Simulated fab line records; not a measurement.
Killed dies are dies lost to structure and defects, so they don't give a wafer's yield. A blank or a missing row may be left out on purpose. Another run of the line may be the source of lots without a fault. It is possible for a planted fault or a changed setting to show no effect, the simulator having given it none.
Matching of chambers -- flow n5 finfet -- N5_BEOL_M14_CMP_49 on cmp-04 has 4 sister chambers
The step polishes, stops on SiO2, t overpolish 5.2 s, target thk 560 nm. 8 wafers are shown with their chamber, then 8 later ones without.

WAFERS PAIRED WITH THEIR CHAMBERS
wafer,chamber,motor current A (A),barrier field endpoint s (s)
L080.1,1,7.4,11.8
L080.4,0,7.3,11.4
L083.3,1,7.3,11.8
L083.5,0,6.8,11.2
L086.2,3,7.6,11.8
L086.3,2,7.4,11.6
L086.5,2,7.7,11.6
L087.1,3,8.0,11.7

WAFERS WITHOUT THEIR CHAMBER
wafer,motor current A (A),barrier field endpoint s (s)
L087.2,6.4,11.9
L087.5,8.0,11.9
L095.2,7.0,12.0
L095.3,7.9,11.9
L095.6,6.8,11.7
L097.1,8.0,11.6
L097.2,6.8,11.4
L097.4,7.8,11.5

WHICH CHAMBER EACH ONE RAN IN
wafer,from the rows above,in truth
L087.2,can't be placed: 1 or 3 or 2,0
L087.5,can't be placed: 3 or 1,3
L095.2,can't be placed: 1 or 3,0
L095.3,can't be placed: 3 or 1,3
L095.6,can't be placed: 1 or 2 or 3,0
L097.1,can't be placed: 2 or 3 or 1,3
L097.2,0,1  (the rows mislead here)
L097.4,can't be placed: 2 or 3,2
Correct placement for 0 of the 8. From these rows, 7 cannot be placed; in 4 the true chamber is one of the candidates. Number placed wrongly: 1.
How it was worked out, from the rows above alone: a wafer's distance from a chamber is the root of the sum, over the readings, of the square of ((its reading less the chamber's mean) divided by the reading's scatter). The wafer belongs to the nearest chamber; if the next one is less than 2 further off, it can't be placed. The mean given for a chamber averages the wafers shown for that chamber. How the scatter is found: for the shown wafers, subtract from each reading the mean of its chamber, square and add these, divide the total by (wafers less chambers), then take the root.
